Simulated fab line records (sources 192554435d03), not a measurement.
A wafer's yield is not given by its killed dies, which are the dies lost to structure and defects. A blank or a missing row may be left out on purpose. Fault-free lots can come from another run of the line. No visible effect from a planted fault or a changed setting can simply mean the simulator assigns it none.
fab line records ; flow n5Finfet
record lots=15; wafers=45; lastDay=17
route steps=1938 shown BEOL_M4@1093 BEOL_M5@1123
lots that met no fault: taken from a fault-free run of the same line
startH: the number of hours between the record's first day and the start of the first shown wafer of the lot ; waitH: hours since the lot's step before ; " unchanged from the row above ; L1.1+2: several wafers, shown together as one row ; - value missing, or start not given ; * or withheld: withheld ; < > ~ a bound
route shown NAME@n: NAME is a module with steps in the file, n the number in the route of the first one ; usual: average and standard deviation across the fault-free wafers ; same: alike in all rows ; chamber/n: place in a boat ; sites: the reading at each site ; _std_site: standard deviation of those values ; _edge_site: mean of outer sites minus mean of inner sites ; radiusMm: how far each site lies from the wafer's centre ; mask NAME#n: copy n ; behind: the tool/chamber that last shaped the wafer ; hold: why the lot went on hold/how many hours it stayed there/how the hold came to an end ; device: names the non-switching transistor (n, p or np) ; end of line: the same wafers' tests at the end of the route ; a step without rows: its recipe alone ; killed: dies that structure and defects cost at the first sort, which is not the same as the wafer's yield ; map: a wafer's dies, marking killed ones x, the rest . and places with no die _
set.NAME: setting as actually run; set.NAME@STEP: the setting as run at that earlier step ; model.NAME: the simulator's own value behind a step, which no gauge read
one table for each step of the route and one row for each wafer, over a sample of lots
services: the hour from which a tool's chamber was out of use, counted from the record's first day as startH (under 0 if before that day), plus the number of hours and why
## steps
# step N5_BEOL_M4_ANNEAL_89
# recipe tempC=400; timeS=240; ambient=vacuum
# usual heaterPowerW=839/76
# same timeS=240
lot.wafer;tool;chamber;startH;waitH;heaterPowerW
L552.2;pvdSputter-01;-;174.86;0.0;788
L552.4;pvdSputter-01;-;174.86;0.0;806
L552.5;pvdSputter-01;-;174.86;0.0;794
L551.2;pvdSputter-02;-;178.03;0.0;812
L551.3;pvdSputter-02;-;178.03;0.0;805
L551.6;pvdSputter-02;-;178.03;0.0;783
L553.1;pvdSputter-03;-;179.72;0.0;856
L553.4;pvdSputter-03;-;179.72;0.0;849
L553.5;pvdSputter-03;-;179.72;0.0;866
L554.3;pvdSputter-03;-;189.04;0.0;849
L554.5;pvdSputter-03;-;189.04;0.0;844
L554.6;pvdSputter-03;-;189.04;0.0;844
L557.2;pvdSputter-02;-;212.39;0.0;1044
L557.3;pvdSputter-02;-;212.39;0.0;783
L557.5;pvdSputter-02;-;212.39;0.0;813
L559.3;pvdSputter-03;-;212.43;0.0;711
L559.5;pvdSputter-03;-;212.43;0.0;863
L559.6;pvdSputter-03;-;212.43;0.0;895
L558.1;pvdSputter-02;-;214.33;0.0;789
L558.3;pvdSputter-02;-;214.33;0.0;891
L558.6;pvdSputter-02;-;214.33;0.0;795
L560.1;pvdSputter-02;-;216.21;0.0;1053
L560.2;pvdSputter-02;-;216.21;0.0;792
L560.6;pvdSputter-02;-;216.21;0.0;794
L561.1;pvdSputter-02;-;218.82;0.0;1045
L561.4;pvdSputter-02;-;218.82;0.0;896
L561.5;pvdSputter-02;-;218.82;0.0;894
L562.1;pvdSputter-03;-;231.17;0.0;915
L562.3;pvdSputter-03;-;231.17;0.0;698
L562.6;pvdSputter-03;-;231.17;0.0;689
L566.1;pvdSputter-01;-;258.04;0.0;901
L566.2;pvdSputter-01;-;258.04;0.0;813
L566.3;pvdSputter-01;-;258.04;0.0;794
L568.1;pvdSputter-02;-;271.45;0.0;910
L568.2;pvdSputter-02;-;271.45;0.0;1066
L568.4;pvdSputter-02;-;271.45;0.0;820
L569.1;pvdSputter-03;-;276.92;0.0;689
L569.2;pvdSputter-03;-;276.92;0.0;858
L569.3;pvdSputter-03;-;276.92;0.0;875
L572.2;pvdSputter-02;-;291.32;0.0;893
L572.3;pvdSputter-02;-;291.32;0.0;822
L572.6;pvdSputter-02;-;291.32;0.0;915
L573.1;pvdSputter-03;-;303.46;0.0;687
L573.3;pvdSputter-03;-;303.46;0.0;880
L573.4;pvdSputter-03;-;303.46;0.0;878
# step N5_BEOL_M4_ANNEAL_95
# recipe tempC=400; timeS=240; ambient=vacuum
# usual heaterPowerW=841/76
# same timeS=240
lot.wafer;tool;chamber;startH;waitH;heaterPowerW
L552.2;pvdSputter-01;-;175.52;0.0;777
L552.4;pvdSputter-01;-;175.52;0.0;807
L552.5;pvdSputter-01;-;175.52;0.0;803
L551.2;pvdSputter-02;-;178.69;0.0;805
L551.3;pvdSputter-02;-;178.69;0.0;808
L551.6;pvdSputter-02;-;178.69;0.0;826
L553.1;pvdSputter-03;-;180.38;0.0;864
L553.4;pvdSputter-03;-;180.38;0.0;836
L553.5;pvdSputter-03;-;180.38;0.0;849
L554.3;pvdSputter-03;-;189.70;0.0;861
L554.5;pvdSputter-03;-;189.70;0.0;841
L554.6;pvdSputter-03;-;189.70;0.0;868
L557.2;pvdSputter-02;-;213.05;0.0;1056
L557.3;pvdSputter-02;-;213.05;0.0;827
L557.5;pvdSputter-02;-;213.05;0.0;809
L559.3;pvdSputter-03;-;213.09;0.0;708
L559.5;pvdSputter-03;-;213.09;0.0;867
L559.6;pvdSputter-03;-;213.09;0.0;856
L558.1;pvdSputter-02;-;214.99;0.0;803
L558.3;pvdSputter-02;-;214.99;0.0;886
L558.6;pvdSputter-02;-;214.99;0.0;813
L560.1;pvdSputter-02;-;216.87;0.0;1024
L560.2;pvdSputter-02;-;216.87;0.0;802
L560.6;pvdSputter-02;-;216.87;0.0;825
L561.1;pvdSputter-02;-;219.48;0.0;1047
L561.4;pvdSputter-02;-;219.48;0.0;902
L561.5;pvdSputter-02;-;219.48;0.0;890
L562.1;pvdSputter-03;-;231.83;0.0;889
L562.3;pvdSputter-03;-;231.83;0.0;704
L562.6;pvdSputter-03;-;231.83;0.0;685
L566.1;pvdSputter-01;-;258.70;0.0;889
L566.2;pvdSputter-01;-;258.70;0.0;786
L566.3;pvdSputter-01;-;258.70;0.0;794
L568.1;pvdSputter-02;-;272.11;0.0;897
L568.2;pvdSputter-02;-;272.11;0.0;1016
L568.4;pvdSputter-02;-;272.11;0.0;817
L569.1;pvdSputter-03;-;277.58;0.0;671
L569.2;pvdSputter-03;-;277.58;0.0;874
L569.3;pvdSputter-03;-;277.58;0.0;911
L572.2;pvdSputter-02;-;291.98;0.0;867
L572.3;pvdSputter-02;-;291.98;0.0;826
L572.6;pvdSputter-02;-;291.98;0.0;904
L573.1;pvdSputter-03;-;304.12;0.0;682
L573.3;pvdSputter-03;-;304.12;0.0;860
L573.4;pvdSputter-03;-;304.12;0.0;857
# step N5_BEOL_M5_EXPOSE_08
# recipe maskId=M5; na=0.33; sourceShape=annular; sigmaInner=0.4; sigmaOuter=0.8; polarization=unpolarized; targetCdNm=28; doseMj=35.75
# usual exposureDoseMJCm2=35.63/0.039; focusOffsetNm=-0.1/0.53
lot.wafer;tool;chamber;startH;waitH;mask;exposureDoseMJCm2;focusOffsetNm
L552.2;euvScanner-02;0;179.93;-;M5#0;35.69;-0.9
L552.4;euvScanner-02;0;179.93;-;M5#0;35.64;-0.3
L552.5;euvScanner-02;0;179.93;-;M5#0;35.68;-0.9
L551.2;euvScanner-01;0;182.59;-;M5#0;35.67;0.1
L551.3;euvScanner-01;0;182.59;-;M5#0;35.67;0.6
L551.6;euvScanner-01;0;182.59;-;M5#0;35.68;0.7
L553.1;euvScanner-02;0;183.94;-;M5#0;35.66;-0.3
L553.4;euvScanner-02;0;183.94;-;M5#0;35.66;-0.5
L553.5;euvScanner-02;0;183.94;-;M5#0;35.62;0.8
L554.3;euvScanner-01;0;194.92;-;M5#0;35.63;-0.7
L554.5;euvScanner-01;0;194.92;-;M5#0;35.62;-0.6
L554.6;euvScanner-01;0;194.92;-;M5#0;35.61;0.1
L557.2;euvScanner-01;0;217.01;-;M5#0;35.62;-0.1
L557.3;euvScanner-01;0;217.01;-;M5#0;35.65;0.6
L557.5;euvScanner-01;0;217.01;-;M5#0;35.65;0.8
L559.3;euvScanner-02;0;217.36;-;M5#0;35.62;-0.5
L559.5;euvScanner-02;0;217.36;-;M5#0;35.63;0.0
L559.6;euvScanner-02;0;217.36;-;M5#0;35.70;0.7
L558.1;euvScanner-02;-;221.80;-;M5#0;-;-
L558.3;euvScanner-02;-;221.80;-;M5#0;-;-
L558.6;euvScanner-02;-;221.80;-;M5#0;-;-
L560.1;euvScanner-01;-;222.28;-;M5#0;-;-
L560.2;euvScanner-01;-;222.28;-;M5#0;-;-
L560.6;euvScanner-01;-;222.28;-;M5#0;-;-
L561.1;euvScanner-01;-;227.54;-;M5#0;-;-
L561.4;euvScanner-01;-;227.54;-;M5#0;-;-
L561.5;euvScanner-01;-;227.54;-;M5#0;-;-
L562.1;euvScanner-01;0;235.95;-;M5#0;35.62;0.5
L562.3;euvScanner-01;0;235.95;-;M5#0;35.65;-0.2
L562.6;euvScanner-01;0;235.95;-;M5#0;35.69;0.4
L566.1;euvScanner-02;0;264.88;-;M5#0;35.59;0.2
L566.2;euvScanner-02;0;264.88;-;M5#0;35.63;0.2
L566.3;euvScanner-02;0;264.88;-;M5#0;35.61;0.4
L568.1;euvScanner-02;0;275.58;-;M5#0;35.67;-0.1
L568.2;euvScanner-02;0;275.58;-;M5#0;35.66;0.3
L568.4;euvScanner-02;0;275.58;-;M5#0;35.61;0.1
L569.1;euvScanner-01;0;282.27;-;M5#0;35.64;-1.1
L569.2;euvScanner-01;0;282.27;-;M5#0;35.61;-1.2
L569.3;euvScanner-01;0;282.27;-;M5#0;35.64;-0.5
L572.2;euvScanner-01;0;296.45;-;M5#0;35.61;0.1
L572.3;euvScanner-01;0;296.45;-;M5#0;35.62;0.2
L572.6;euvScanner-01;0;296.45;-;M5#0;35.59;-0.1
L573.1;euvScanner-02;0;309.57;-;M5#0;35.72;-0.9
L573.3;euvScanner-02;0;309.57;-;M5#0;35.70;-0.3
L573.4;euvScanner-02;0;309.57;-;M5#0;35.65;-1.3
# step N5_BEOL_M5_ETCH_72
# recipe chemistry=N2/H2; target=underlayer; targetDepthA=65; maskMaterial=CAR-EUV; timeS=5.2; ionEnergyEv=200; pressureMtorr=30; sourceW=840; biasW=150; n2FlowSccm=200; h2FlowSccm=200; ends=cleared
# usual drypumpMotorCurrentA=5.42/0.29; etchRfOnTimeS=5.15/0.11; oesProductAu=0.69/0.091; rfVppV=524.5/2.2; showerheadPlenumPTorr=2.57/0.062; throttleValvePct=17.9/0.32
lot.wafer;tool;chamber;startH;waitH;drypumpMotorCurrentA;etchRfOnTimeS;oesProductAu;rfHoursCounterH;rfVppV;showerheadPlenumPTorr;throttleValvePct
L552.2;rieDiel-06;2;180.21;0.0;5.92;5.08;0.64;191;522.3;2.55;18.5
L552.4;rieDiel-06;2;180.21;0.0;5.88;5.17;0.62;-;522.4;2.55;18.5
L552.5;rieDiel-06;0;180.21;0.0;5.09;5.04;0.64;-;525.8;2.67;17.9
L551.2;rieDiel-05;3;182.87;0.0;5.29;5.15;0.63;158;524.3;2.53;18.0
L551.3;rieDiel-05;1;182.87;0.0;5.50;5.09;0.79;23;521.2;2.49;17.4
L551.6;rieDiel-05;3;182.87;0.0;5.31;5.13;0.64;-;524.7;2.53;18.0
L553.1;rieDiel-03;2;184.23;0.0;5.24;5.22;0.59;230;523.2;2.51;18.1
L553.4;rieDiel-03;0;184.23;0.0;5.94;5.27;0.61;191;522.2;2.52;17.5
L553.5;rieDiel-03;1;184.23;0.0;5.31;5.22;0.68;-;527.5;2.68;17.6
L554.3;rieDiel-05;3;195.19;0.0;5.33;5.12;0.62;163;523.9;2.53;18.0
L554.5;rieDiel-05;2;195.19;0.0;5.68;4.97;0.83;-;527.2;2.60;17.6
L554.6;rieDiel-05;1;195.19;0.0;5.47;5.10;0.78;-;522.1;2.49;17.4
L557.2;rieDiel-03;1;217.31;0.0;5.29;5.20;0.69;70;526.7;2.67;17.6
L557.3;rieDiel-03;0;217.31;0.0;5.94;5.32;0.60;-;523.8;2.51;17.6
L557.5;rieDiel-03;0;217.31;0.0;5.93;5.30;0.60;-;523.8;2.51;17.6
L559.3;rieDiel-05;0;217.63;0.0;5.02;5.18;0.85;1;526.9;2.63;17.9
L559.5;rieDiel-05;0;217.63;0.0;5.00;5.11;0.86;-;524.3;2.63;17.9
L559.6;rieDiel-05;1;217.63;0.0;5.44;5.10;0.76;-;522.4;2.48;17.4
L558.1;rieDiel-05;0;222.17;0.0;4.99;5.15;0.85;3;526.5;2.63;17.9
L558.3;rieDiel-05;1;222.17;0.0;5.49;5.11;0.77;38;522.2;2.48;17.4
L558.6;rieDiel-05;0;222.17;0.0;5.05;5.16;0.84;-;526.4;2.63;17.9
L560.1;rieDiel-05;0;222.76;0.0;5.04;5.13;0.86;3;523.7;2.63;17.9
L560.2;rieDiel-05;1;222.76;0.0;5.50;5.03;0.75;38;523.0;2.48;17.4
L560.6;rieDiel-05;0;222.76;0.0;5.02;5.10;0.86;-;526.6;2.63;17.9
L561.1;rieDiel-03;1;228.72;0.0;5.28;5.23;0.69;73;525.8;2.67;17.6
L561.4;rieDiel-03;0;228.72;0.0;5.95;5.38;0.60;-;521.8;2.51;17.6
L561.5;rieDiel-03;1;228.72;0.0;5.31;5.28;0.69;-;528.1;2.67;17.6
L562.1;rieDiel-05;1;236.23;0.0;5.46;5.13;0.77;41;523.5;2.48;17.4
L562.3;rieDiel-05;2;236.23;0.0;5.70;4.93;0.80;22;524.3;2.60;17.7
L562.6;rieDiel-05;2;236.23;0.0;5.68;4.93;0.80;-;525.2;2.60;17.7
L566.1;rieDiel-06;2;265.25;0.0;5.91;5.18;0.62;213;521.9;2.54;18.5
L566.2;rieDiel-06;3;265.25;0.0;5.32;5.24;0.60;194;521.8;2.53;18.1
L566.3;rieDiel-06;1;265.25;0.0;5.43;4.99;0.78;22;526.5;2.60;17.6
L568.1;rieDiel-06;2;275.87;0.0;5.90;5.17;0.62;216;520.3;2.54;18.5
L568.2;rieDiel-06;3;275.87;0.0;5.35;5.19;0.60;196;524.4;2.53;18.2
L568.4;rieDiel-06;0;275.87;0.0;5.09;4.98;0.62;181;527.5;2.66;18.0
L569.1;rieDiel-03;1;282.56;0.0;5.30;5.23;0.66;92;529.7;2.66;17.7
L569.2;rieDiel-03;2;282.56;0.0;5.28;5.24;0.80;6;521.5;2.50;17.7
L569.3;rieDiel-03;0;282.56;0.0;5.95;5.42;0.59;224;521.9;2.50;17.6
L572.2;rieDiel-03;1;296.73;0.0;5.26;5.27;0.67;96;527.2;2.66;17.7
L572.3;rieDiel-03;0;296.73;0.0;5.94;5.36;0.58;229;524.3;2.50;17.6
L572.6;rieDiel-03;2;296.73;0.0;5.22;5.28;0.79;-;521.1;2.49;17.7
L573.1;rieDiel-06;1;310.26;0.0;5.44;4.96;0.78;35;524.9;2.59;17.6
L573.3;rieDiel-06;0;310.26;0.0;5.10;5.03;0.62;186;526.4;2.66;18.0
L573.4;rieDiel-06;3;310.26;0.0;5.31;5.25;0.58;207;522.1;2.53;18.1
## services
tool;chamber;startH;hours;kind
pvdSputter-03;-;152.34;6.3;repair
pvdSputter-03;-;160.23;10.0;repair
rieDiel-06;0;169.70;4.3;repair
euvScanner-02;-;175.99;1.0;pm
euvScanner-01;-;182.88;1.0;pm
rieDiel-05;-;184.13;1.2;repair
rieDiel-03;3;207.89;9.7;repair
rieDiel-03;-;223.67;1.2;repair
rieDiel-06;3;226.39;4.2;repair
rieDiel-06;2;227.03;16.7;repair
euvScanner-01;-;229.10;0.4;repair
euvScanner-02;-;230.37;4.6;pm
euvScanner-01;-;239.03;1.0;pm
pvdSputter-02;-;239.55;2.6;repair
euvScanner-01;-;250.34;4.6;pm
rieDiel-03;-;252.99;2.8;pm
rieDiel-03;3;257.10;10.3;repair
rieDiel-03;0;275.51;4.4;repair
rieDiel-03;-;281.98;0.1;repair
rieDiel-06;0;287.29;12.3;repair
euvScanner-02;-;288.29;1.0;pm
rieDiel-05;2;295.07;17.0;repair
euvScanner-01;-;295.18;1.0;pm
pvdSputter-01;-;306.96;5.3;repair
## key
firstSign step=N5_BEOL_M5_EXPOSE_08; reading=toolRecord; direction=missing
effect none on later readings
metAt N5_BEOL_M5_EXPOSE_08
struckLots L558,L560,L561
laterRowsLeftOut L558.1,L558.3,L558.6,L560.1,L560.2,L560.6,L561.1,L561.4,L561.5
sortLeftOut L558.1,L558.3,L558.6,L560.1,L560.2,L560.6,L561.1,L561.4,L561.5
notActingAt N5_BEOL_M4_ANNEAL_89,N5_BEOL_M4_ANNEAL_95,N5_BEOL_M5_ETCH_72
onsetBetween 217.36 221.80
fault kind=skippedStepWhole; tool=euvScanner-01,euvScanner-02; chamber=-; onsetH=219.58; steps=N5_BEOL_M5_EXPOSE_08; scope=struckLotsOnly
# sortLeftOut: the simulated sort isn't trusted on such a fault, so these wafers' sort isn't shown, and their yield isn't known
# laterRowsLeftOut: the simulator's readings of these wafers behind a module that went badly wrong aren't trusted and aren't shown, but for the sort
